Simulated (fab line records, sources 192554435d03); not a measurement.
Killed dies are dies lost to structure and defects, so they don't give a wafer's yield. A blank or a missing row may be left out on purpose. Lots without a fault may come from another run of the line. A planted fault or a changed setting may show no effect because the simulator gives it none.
fab line records | flow n5_finfet
record lots=6 wafers=18 last_day=16
route steps=1938 shown BEOL_M1@771 BEOL_M4@1111 PASSIVATION@1936
lots that met no fault: from a run of the same line without faults
start_h: hours from the record's first day to the start of the lot's first wafer shown | wait_h: hours since the lot's step before | " the same as in the row above | L1.1+2: a row that stands for several wafers | - no value, or no start given | * or withheld: withheld | < > ~ a bound
route shown NAME@n: a module of which the file shows steps, and the number in the route of the first | usual: mean/standard deviation of fault-free wafers | same: alike in all rows | chamber/n: place in a boat | sites: the reading at each site | _std_site: their standard deviation | _edge_site: outer sites' mean less inner sites' | radius_mm: how far each site lies from the wafer's centre | mask NAME#n: copy n | behind: the tool/chamber that last shaped the wafer | hold: why the lot was held/for how many hours/how that ended | device: the transistor (n, p or np) that didn't switch | end of line: the same wafers' tests at the end of the route | a step without rows: its recipe alone | killed: dies lost to structure and defects at the first sort, not the wafer's yield | map: a wafer's dies, x killed, . not, _ none there
set.NAME: the setting as run; set.NAME@STEP: as run at that earlier step | model.NAME: the simulator's own value behind a step, which no gauge read
lots at some steps of the route; a table a step, a row a wafer
services: from which hour (start_h, from the record's first day; less than 0 if before it) a tool's chamber was out of use, for how many hours, and why
## steps
# step N5_BEOL_M1_STRIP_65
# recipe chemistry=N2/H2 temp_c=40 n2_flow_sccm=200 h2_flow_sccm=200 rf_frequency_hz=6e+07
# step N5_BEOL_M1_STRIP_75
# recipe chemistry=N2/H2 temp_c=40 n2_flow_sccm=200 h2_flow_sccm=200 rf_frequency_hz=6e+07
# step N5_BEOL_M1_STRIP_66
# recipe chemistry=CF4 resist=SiARC power_w=300 bias_power_w=75 pressure_mtorr=50 cf4_flow_sccm=150 rf_frequency_hz=6e+07
# usual drypump_motor_current_A=5.6/0.44 oes_product_au=0.77/0.091 rf_vpp_V=270.8/1.5 showerhead_plenum_p_Torr=1.77/0.06 throttle_valve_pct=13.51/0.28
# columns lot.wafer tool chamber start_h wait_h drypump_motor_current_A oes_product_au rf_hours_counter_h rf_vpp_V showerhead_plenum_p_Torr throttle_valve_pct
L485.1 rie_diel-03 0 154.36 0.0 6.0 0.67 231 271.3 1.77 13.51
L485.2 " 3 " " 5.7 0.68 229 270.9 1.79 13.84
L485.5 " 3 " " 5.7 0.68 - 270.6 1.79 13.85
L487.1 rie_diel-01 1 168.38 0.0 5.8 0.84 73 268.9 1.75 13.29
L487.4 " 0 " " 4.9 0.96 2 270.0 1.76 13.08
L487.5 " 3 " " 5.6 0.76 - 273.6 1.87 13.48
L490.2 rie_diel-03 0 199.42 0.0 6.0 0.67 243 269.5 1.76 13.52
L490.5 " 2 " " 5.0 0.92 - 272.3 1.84 13.23
L490.6 " 3 " " 5.7 0.67 - 269.3 1.78 13.87
L492.2 rie_diel-04 0 223.10 0.0 5.8 0.68 252 269.0 1.77 13.96
L492.3 " 2 " " 6.2 0.85 59 271.2 1.81 13.09
L492.6 " 0 " " 5.8 0.69 - 269.6 1.77 13.96
L499.2 rie_diel-03 2 246.71 0.0 5.0 0.88 28 272.6 1.84 13.26
L499.3 " 3 " " 5.7 0.66 261 270.5 1.78 13.93
L499.6 " 1 " " 6.3 0.92 - 273.2 1.83 13.48
L500.2 rie_diel-04 3 253.42 0.0 5.1 0.68 227 269.9 1.70 13.61
L500.5 " 3 " " 5.2 0.68 - 268.3 1.70 13.60
L500.6 " 2 " " 6.2 0.84 - 271.7 1.81 13.10
# step N5_BEOL_M1_HM_OPEN_17
# recipe chemistry=Cl2/BCl3 target_depth_a=200 overetch_a=60 target=TiN mask_material=SOC ion_energy_ev=150 pressure_mtorr=10 icp_w=1000 bias_w=126 Cl2_flow_sccm=53.25 bcl3_flow_sccm=21.75 Ar_flow_sccm=25
# usual drypump_motor_current_A=5.7/0.72 mfc_cl2_sccm=53.24/0.14 oes_product_au=0.65/0.1 throttle_valve_pct=22.12/0.28
# columns lot.wafer tool chamber start_h wait_h drypump_motor_current_A mfc_cl2_sccm oes_product_au rf_hours_counter_h throttle_valve_pct
L485.1 rie_metal-01 0 154.40 0.0 5.1 53.26 0.54 120 22.49
L485.2 " 1 " " 6.5 53.16 0.68 39 22.33
L485.5 " 1 " " 6.5 53.20 0.67 - 22.35
L487.1 rie_metal-01 0 168.42 0.0 5.1 53.27 0.54 121 22.49
L487.4 " 1 " " 6.5 53.46 0.68 - 22.32
L487.5 " 0 " " 5.1 53.27 0.54 - 22.47
L490.2 rie_metal-02 1 199.46 0.0 5.2 53.02 0.79 6 21.73
L490.5 " 0 " " 5.4 53.46 0.51 - 21.95
L490.6 " 1 " " 5.1 53.28 0.79 - 21.76
L492.2 rie_metal-02 1 223.17 0.1 5.2 53.29 0.76 - 21.77
L492.3 " 1 " " 5.1 53.40 0.77 - 21.76
L492.6 " 1 " " 5.2 53.31 0.76 - 21.75
L499.2 rie_metal-03 0 246.75 0.0 5.1 53.11 0.54 117 21.88
L499.3 " 1 " " 6.8 53.22 0.66 - 22.07
L499.6 " 0 " " 5.0 53.29 0.54 - 21.88
L500.2 rie_metal-03 1 253.46 0.0 6.7 53.47 0.66 49 22.08
L500.5 " 0 " " 5.0 53.11 0.54 - 21.87
L500.6 " 1 " " 6.7 53.37 0.67 - 22.07
# step N5_BEOL_M1_STRIP_19
# recipe chemistry=O2 power_w=400 temp_c=40 pressure_mtorr=30 rf_frequency_hz=6e+07 bias_power_w=0 overash_fraction=0.2 o2_flow_sccm=225
# usual drypump_motor_current_A=5.6/0.44 oes_product_au=0.77/0.097 rf_vpp_V=3.6/0.49 showerhead_plenum_p_Torr=2.07/0.063 throttle_valve_pct=16.55/0.25
# same overash_fraction=0.2
# columns lot.wafer tool chamber start_h wait_h drypump_motor_current_A oes_product_au rf_hours_counter_h rf_vpp_V showerhead_plenum_p_Torr throttle_valve_pct
L485.1 rie_diel-03 0 154.51 0.1 6.1 0.69 231 4.0 2.05 16.41
L485.2 " 3 " " 5.7 0.68 229 3.2 2.07 16.83
L485.5 " 0 " " 6.0 0.68 - 4.6 2.05 16.42
L487.1 rie_diel-03 0 168.59 0.1 6.0 0.68 236 2.9 2.05 16.43
L487.4 " 3 " " 5.7 0.67 234 4.0 2.07 16.82
L487.5 " 3 " " 5.7 0.67 - 3.2 2.07 16.85
L490.2 rie_diel-03 2 199.66 0.2 5.0 0.95 10 3.7 2.12 16.20
L490.5 " 0 " " 6.0 0.67 - 4.0 2.04 16.44
L490.6 " 1 " " 6.3 0.68 - 3.3 2.15 17.08
L492.2 rie_diel-01 3 223.34 0.1 5.5 0.75 165 4.3 2.17 16.47
L492.3 " 1 " " 5.8 0.83 85 5.2 2.03 16.37
L492.6 " 3 " " 5.6 0.74 - 3.7 2.17 16.49
L499.2 rie_diel-01 0 246.97 0.2 4.9 0.88 24 3.6 2.06 16.31
L499.3 " 2 " " 5.2 0.76 155 4.2 2.02 16.66
L499.6 " 3 " " 5.6 0.74 - 3.7 2.17 16.50
L500.2 rie_diel-03 1 253.57 0.1 6.3 0.91 9 3.5 2.15 16.70
L500.5 " 3 " " 5.7 0.66 - 3.5 2.06 16.89
L500.6 " 2 " " 5.1 0.89 - 3.3 2.12 16.24
# step N5_BEOL_M1_CD_MEAS_18
# recipe pitch_nm=36 target_cd_nm=18
# usual cd_nm=18.1/0.34
# columns lot.wafer tool chamber start_h wait_h cd_nm
L485.1 cd_sem-03 - 154.58 0.0 18.5
L485.2 " - " " 17.9
L485.5 " - " " 18.6
L487.1 cd_sem-01 - 168.66 0.0 18.0
L487.4 " - " " 18.3
L487.5 " - " " 18.4
L490.2 cd_sem-03 - 199.73 0.1 18.3
L490.5 " - " " 18.1
L490.6 " - " " 18.0
L492.2 cd_sem-01 - 223.41 0.1 17.7
L492.3 " - " " 18.0
L492.6 " - " " 18.2
L499.2 cd_sem-01 - 247.05 0.1 18.5
L499.3 " - " " 17.6
L499.6 " - " " 17.8
L500.2 cd_sem-02 - 253.64 0.1 17.7
L500.5 " - " " 17.8
L500.6 " - " " 17.9
# step N5_BEOL_M1_COAT_67
# recipe resist=SOC temp_c=250 time_s=60 spin_rpm=1500 resist_thk_nm=60
# step N5_BEOL_M1_COAT_68
# recipe resist=SiARC temp_c=220 time_s=60 spin_rpm=1500 resist_thk_nm=12
# step N5_BEOL_M1_COAT_76
# recipe resist=underlayer temp_c=205 time_s=60 spin_rpm=1500 resist_thk_nm=5
# step N5_BEOL_M1_COAT_22
# recipe resist=CAR-EUV spin_rpm=1500 resist_thk_nm=30
# step N5_BEOL_M1_EBR_24
# recipe solvent=PGMEA ebr_width_mm=1.5
# step N5_BEOL_M1_SOFTBAKE_23
# recipe temp_c=110 time_s=60 resist=CAR-EUV
# step N5_BEOL_M1_EXPOSE_25
# recipe mask_id=V0 na=0.33 source_shape=quasar sigma_inner=0.2 sigma_outer=0.8 polarization=unpolarized defocus_nm=5 target_cd_nm=24 dose_mj=63
# same dipole_opening_deg=30
# columns lot.wafer tool chamber start_h wait_h mask model.BEOL_M1.overlay_x_nm
L485.1+2+5 euv_scanner-01 0 154.88 - V0#0 0.4
L487.1+4+5 euv_scanner-02 0 168.83 - V0#0 0.6
L490.2+5+6 euv_scanner-01 0 200.04 - V0#0 6
L492.2+3+6 euv_scanner-01 0 223.71 - V0#0 6.4
L499.2+3+6 euv_scanner-02 0 247.38 - V0#0 -0.6
L500.2+5+6 euv_scanner-02 0 253.82 - V0#0 -0.4
# step N5_BEOL_M1_PEB_26
# recipe peb_temp_c=100 peb_time_s=60 resist=CAR-EUV
# step N5_BEOL_M1_DEVELOP_27
# recipe develop_time_s=30 developer=TMAH resist=CAR-EUV rinse_liquid=surfactant_rinse dry=air_spin dev_temp_c=23
# step N5_BEOL_M1_CD_MEAS_28
# recipe landing_energy_ev=500 detector=se_inlens target_cd_y_nm=23.3
# usual cd_nm=24.03/0.25
# same landing_energy_ev=500
# columns lot.wafer tool chamber start_h wait_h cd_nm
L485.1 cd_sem-01 0 155.03 - 23.85
L485.2 " 0 " " 23.72
L485.5 " 0 " " 23.78
L487.1 cd_sem-02 0 168.98 - 24.14
L487.4 " 0 " " 24.12
L487.5 " 0 " " 24.24
L490.2 cd_sem-02 0 200.18 - 24.47
L490.5 " 0 " " 24.09
L490.6 " 0 " " 24.34
L492.2 cd_sem-01 0 223.85 - 24.36
L492.3 " 0 " " 24.06
L492.6 " 0 " " 23.99
L499.2 cd_sem-03 0 247.52 - 24.03
L499.3 " 0 " " 23.88
L499.6 " 0 " " 24.14
L500.2 cd_sem-02 0 253.96 - 23.94
L500.5 " 0 " " 23.64
L500.6 " 0 " " 23.61
# step N5_BEOL_M1_OVL_MEAS_29
# recipe points_per_wafer=522
# usual V0_OVL=0.5/0.71
# columns lot.wafer tool chamber start_h wait_h V0_OVL[nm]
L485.1 overlay-01 0 155.06 0.0 1.2
L485.2 " 0 " " 1.1
L485.5 " 0 " " 0.2
L487.1 overlay-01 0 169.01 0.0 1.3
L487.4 " 0 " " 0.2
L487.5 " 0 " " 1.5
L490.2 overlay-01 0 200.21 0.0 6.6
L490.5 " 0 " " 7.3
L490.6 " 0 " " 6.0
L492.2 overlay-01 0 223.89 0.0 6.4
L492.3 " 0 " " 7.0
L492.6 " 0 " " 6.5
L499.2 overlay-02 0 247.56 0.0 -1.0
L499.3 " 0 " " -0.6
L499.6 " 0 " " -0.7
L500.2 overlay-01 0 254.00 0.0 0.5
L500.5 " 0 " " -1.4
L500.6 " 0 " " 0.3
# step N5_BEOL_M1_INSPECT_30
# recipe mode=adi inspect_instrument=brightfield
# usual raw_defect_count=400/88
# columns lot.wafer tool chamber start_h wait_h raw_defect_count
L485.1 defect_inspect-01 - 155.12 0.1 414
L485.2 " - " " 392
L485.5 " - " " 332
L487.1 defect_inspect-01 - 169.06 0.1 369
L487.4 " - " " 362
L487.5 " - " " 294
L490.2 defect_inspect-01 - 200.27 0.0 395
L490.5 " - " " 382
L490.6 " - " " 488
L492.2 defect_inspect-02 - 223.94 0.0 283
L492.3 " - " " 358
L492.6 " - " " 336
L499.2 defect_inspect-01 - 247.61 0.0 407
L499.3 " - " " 296
L499.6 " - " " 437
L500.2 defect_inspect-02 - 254.05 0.0 313
L500.5 " - " " 278
L500.6 " - " " 330
# step N5_BEOL_M4_RC_MEAS_101
# usual DIBL_N=36.5/1.4 DIBL_P=36.6/1.9 IOFF_N=0.167/0.029 IOFF_P=0.21/0.033 ION_N=674/12 ION_P=460/8.9 SS_N=71.6/0.57 SS_P=73.4/0.61 VT_N=249/3.3 VT_P=-250/3.3
# columns lot.wafer tool chamber start_h wait_h DIBL_N[mV/V] DIBL_P[mV/V] IOFF_N[nA/um] IOFF_P[nA/um] ION_N[uA/um] ION_P[uA/um] SS_N[mV/dec] SS_P[mV/dec] VT_N[mV] VT_P[mV]
L485.1 prober-01 0 203.76 0.0 35.0 35.7 0.160 0.21 663 453 71.6 73.3 248 -248
L485.2 " 0 " " 36.1 36.4 0.167 0.21 683 464 72.5 74.3 251 -254
L485.5 " 0 " " 35.1 35.9 0.159 0.21 660 450 72.1 73.7 250 -251
L487.1 prober-02 0 210.20 0.0 37.9 38.3 0.204 0.24 688 470 72.7 73.8 243 -248
L487.4 " 0 " " 34.2 34.0 0.130 0.18 657 453 71.4 72.8 251 -252
L487.5 " 0 " " 35.3 35.6 0.145 0.19 667 459 71.3 73.5 251 -251
L490.2 prober-01 0 233.54 0.2 35.3 35.9 0.150 0.21 681 464 71.1 72.5 250 -250
L490.5 " 0 " " 37.7 38.1 0.179 0.26 676 466 71.7 73.1 246 -245
L490.6 " 0 " " 36.4 37.5 0.161 0.24 685 478 71.1 73.1 248 -249
L492.2 prober-02 0 261.77 0.6 35.5 34.6 0.159 0.21 672 461 71.6 73.5 248 -251
L492.3 " 0 " " 33.6 32.6 0.123 0.17 668 457 70.5 72.7 252 -255
L492.6 " 0 " " 35.6 35.3 0.165 0.22 680 465 71.1 73.3 249 -249
L499.2 prober-02 0 289.73 0.2 34.5 34.1 0.130 0.17 665 452 71.2 73.4 254 -255
L499.3 " 0 " " 34.9 34.9 0.131 0.19 664 461 70.8 73.2 257 -253
L499.6 " 0 " " 34.6 33.9 0.125 0.17 663 449 71.4 73.2 257 -255
L500.2 prober-02 0 295.33 0.2 36.9 38.4 0.195 0.26 682 473 71.7 73.6 243 -246
L500.5 " 0 " " 34.3 34.8 0.140 0.20 667 461 70.7 73.1 251 -251
L500.6 " 0 " " 37.8 39.7 0.221 0.30 698 475 71.8 74.1 243 -245
# step N5_PASSIVATION_PROBE_49
# usual defect_limited_yield=91.2/1.6 killed_at_M0_to_M3=34/11 killed_at_M4_up=14/5.7 killed_at_contacts=14/6.6 killed_at_front_end=37/10 killed_at_other=4/3.2 killed_dies=104/19 killed_on_rim=14/4.1 killed_open=69/13 killed_short=33/8.7 sort_bin_5_function=5.1/1 sort_bin_6_memory=3.3/0.76 sort_n_pass=1076/19 sort_yield_pct=91.2/1.6
# same gross_dies=1180 killed_at_back_side=0 sort_bin_4_leakage[%]=0 sort_bin_8_speed[%]=0
# columns lot.wafer tool chamber start_h wait_h defect_limited_yield[%] killed_at_M0_to_M3 killed_at_M4_up killed_at_contacts killed_at_front_end killed_at_other killed_dies killed_on_rim killed_open killed_short sort_bin_5_function[%] sort_bin_6_memory[%] sort_n_pass sort_yield_pct[%]
L485.2 prober-01 - 297.44 0.1 91.6 23 8 13 44 11 99 15 67 32 5.0 3.1 1081 91.6
L492.2 prober-02 - 360.57 0.1 86.2 80 15 14 49 5 163 18 68 44 8.5 2.7 1017 86.2
L492.3 prober-02 - 360.62 0.1 90.3 36 12 22 42 3 115 12 68 37 6.3 2.8 1065 90.3
L492.6 prober-02 - 360.77 0.3 86.8 56 13 37 43 7 156 15 88 51 7.1 4.8 1024 86.8
# killed by level:class
L485.2 MOL_CONTACT_COAG:geometric_particle:open=11 FIN_SAQP:geometric_particle:open=9 GATE_CUT:geometric_particle:short=9 BEOL_M1:geometric_particle:open=7 STI_FIN_REVEAL:geometric_particle:open=6 STARTING-WAFER:geometric_particle:open=6 PASS1_CAP:geometric_particle:short=5 GATE_CUT:geometric_particle:open=4
L492.2 BEOL_M1:overlay=51 STI_FIN_REVEAL:geometric_particle:open=20 FIN_SAQP:geometric_particle:short=8 BEOL_M2:geometric_particle:open=8 MOL_CONTACT_COAG:geometric_particle:short=7 MOL_CONTACT_COAG:geometric_particle:open=7 BEOL_M0_SAQP:geometric_particle:short=6 FIN_SAQP:geometric_particle:open=5
L492.3 MOL_CONTACT_COAG:geometric_particle:open=15 BEOL_M1:overlay=9 BEOL_M3:geometric_particle:open=8 STI_FIN_REVEAL:geometric_particle:open=7 GATE_CUT:geometric_particle:open=7 MOL_CONTACT_COAG:geometric_particle:short=7 FIN_SAQP:geometric_particle:open=6 GATE_CUT:geometric_particle:short=6
L492.6 MOL_CONTACT_COAG:geometric_particle:open=34 BEOL_M1:overlay=17 BEOL_M0_SAQP:geometric_particle:short=15 BEOL_M0_SAQP:geometric_particle:open=14 STI_FIN_REVEAL:geometric_particle:open=8 GATE_CUT:geometric_particle:short=8 BEOL_M4:geometric_particle:open=7 FIN_SAQP:geometric_particle:short=5
## services
# columns tool chamber start_h hours kind
rie_diel-04 1 136.39 8.7 repair
rie_diel-03 2 142.38 - clean
rie_diel-03 2 142.38 - consumable_replace:focus_ring
rie_diel-03 2 142.38 20.4 scheduled_down
rie_diel-03 2 142.38 20.4 vent_cycle
rie_metal-03 - 150.55 2.5 repair
euv_scanner-01 - 161.08 1.0 pm
rie_metal-03 1 166.83 4.3 repair
euv_scanner-01 - 169.90 0.5 repair
euv_scanner-01 - 176.57 0.7 repair
euv_scanner-02 - 183.55 1.0 pm
rie_diel-01 1 186.61 6.5 repair
euv_scanner-02 - 196.39 4.6 pm
rie_diel-04 3 198.65 1.7 repair
euv_scanner-01 - 206.15 12.0 pm
rie_diel-03 1 213.86 - clean
rie_diel-03 1 213.86 - consumable_replace:focus_ring
rie_diel-03 1 213.86 20.2 scheduled_down
euv_scanner-02 - 215.42 23.4 repair
rie_diel-01 1 218.33 2.2 repair
euv_scanner-01 - 231.27 1.0 pm
rie_diel-04 - 237.68 2.8 pm
euv_scanner-02 - 239.70 1.0 pm
euv_scanner-01 - 247.54 4.7 repair
## key
first_sign step=N5_BEOL_M1_OVL_MEAS_29 reading=V0_OVL direction=up sigmas=8.7 usual=0.5 struck=6.6
effect step=N5_PASSIVATION_PROBE_49 reading=killed_at_M0_to_M3 direction=up sigmas=2.1 usual=34 struck=57 wafers_moved=1
model_effect step=N5_BEOL_M1_EXPOSE_25 value=BEOL_M1.overlay_x_nm without=0.4 struck=6.2
met_at N5_BEOL_M1_EXPOSE_25
struck_wafers L490.2,L490.5,L490.6,L492.2,L492.3,L492.6
rows_end L490.2,L490.5,L490.6
onset_between 154.88 200.04
also_fits N5_BEOL_M1_HM_OPEN_17:rie_metal-02
earlier_fault kind=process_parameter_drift tool=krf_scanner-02 chamber=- onset_h=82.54 steps=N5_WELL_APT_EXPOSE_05 channel=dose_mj offset=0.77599 shape=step acts_in=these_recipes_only stated=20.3
fault kind=scanner_matching_overlay tool=euv_scanner-01 chamber=- onset_h=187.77 steps=N5_BEOL_M1_EXPOSE_25 offset=5.8055
# rows_end: these wafers met a further fault down the route, and their rows from its step on are left out
